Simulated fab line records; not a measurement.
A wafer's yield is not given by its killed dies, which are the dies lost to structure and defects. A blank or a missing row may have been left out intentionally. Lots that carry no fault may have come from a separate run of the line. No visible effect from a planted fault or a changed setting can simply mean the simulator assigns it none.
Chamber matching :: flow nand-harc :: rie-si-06 running NHARC_P_STI_ETCH_15: 4 sister chambers
The step etches the open film in HBr/Cl2, target depth 300 nm, time 100.1 s. 8 wafers are shown with their chamber, then 9 later ones without.

## WAFERS WITH THEIR CHAMBER
wafer: L080.4
chamber: 3
throttle-valve-pct (%): 26.404
oes-product-au (a.u.): 0.992

wafer: L082.2
chamber: 3
throttle-valve-pct (%): 26.405
oes-product-au (a.u.): 1.002

wafer: L089.2
chamber: 0
throttle-valve-pct (%): 26.403
oes-product-au (a.u.): 0.997

wafer: L089.3
chamber: 1
throttle-valve-pct (%): 26.408
oes-product-au (a.u.): 1.014

wafer: L089.5
chamber: 0
throttle-valve-pct (%): 26.405
oes-product-au (a.u.): 1.007

wafer: L090.3
chamber: 2
throttle-valve-pct (%): 26.399
oes-product-au (a.u.): 1.006

wafer: L090.4
chamber: 1
throttle-valve-pct (%): 26.411
oes-product-au (a.u.): 1.002

wafer: L090.5
chamber: 2
throttle-valve-pct (%): 26.396
oes-product-au (a.u.): 0.998

## WAFERS WHOSE CHAMBER IS MISSING
wafer: L092.1
throttle-valve-pct (%): 26.409
oes-product-au (a.u.): 1.013

wafer: L092.5
throttle-valve-pct (%): 26.411
oes-product-au (a.u.): 1.006

wafer: L092.6
throttle-valve-pct (%): 26.414
oes-product-au (a.u.): 1.024

wafer: L095.1
throttle-valve-pct (%): 26.413
oes-product-au (a.u.): 0.998

wafer: L095.2
throttle-valve-pct (%): 26.404
oes-product-au (a.u.): 1.004

wafer: L095.5
throttle-valve-pct (%): 26.403
oes-product-au (a.u.): 1.003

wafer: L096.1
throttle-valve-pct (%): 26.409
oes-product-au (a.u.): 1.004

wafer: L096.2
throttle-valve-pct (%): 26.413
oes-product-au (a.u.): 1.003

wafer: L096.3
throttle-valve-pct (%): 26.407
oes-product-au (a.u.): 1.004

## CHAMBER TAKEN BY EACH
wafer: L092.1
from the rows above: 1
in truth: 1

wafer: L092.5
from the rows above: 1
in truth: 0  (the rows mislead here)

wafer: L092.6
from the rows above: 1
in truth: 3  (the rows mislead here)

wafer: L095.1
from the rows above: 1
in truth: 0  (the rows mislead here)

wafer: L095.2
from the rows above: can't be placed: 0 or 3
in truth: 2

wafer: L095.5
from the rows above: can't be placed: 0 or 3
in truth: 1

wafer: L096.1
from the rows above: 1
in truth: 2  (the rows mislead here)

wafer: L096.2
from the rows above: 1
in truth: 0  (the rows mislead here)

wafer: L096.3
from the rows above: can't be placed: 1 or 3 or 0
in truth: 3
Placed correctly: 1 of 9. Unplaceable from these rows: 3, with the true chamber sitting among the candidates in 1. Wrongly placed: 5.
How it was worked out, from the rows above alone: a wafer's distance from a chamber is the root of the sum, over the readings, of the square of ((its reading less the chamber's mean) divided by the reading's scatter). The wafer belongs to the nearest chamber; if the next one is less than 2 further off, it can't be placed. For every chamber, the mean is computed from those of its wafers that are shown. The scatter: the root of (the sum of the squares of (reading less its chamber's mean) over the shown wafers, divided by (wafers less chambers)).
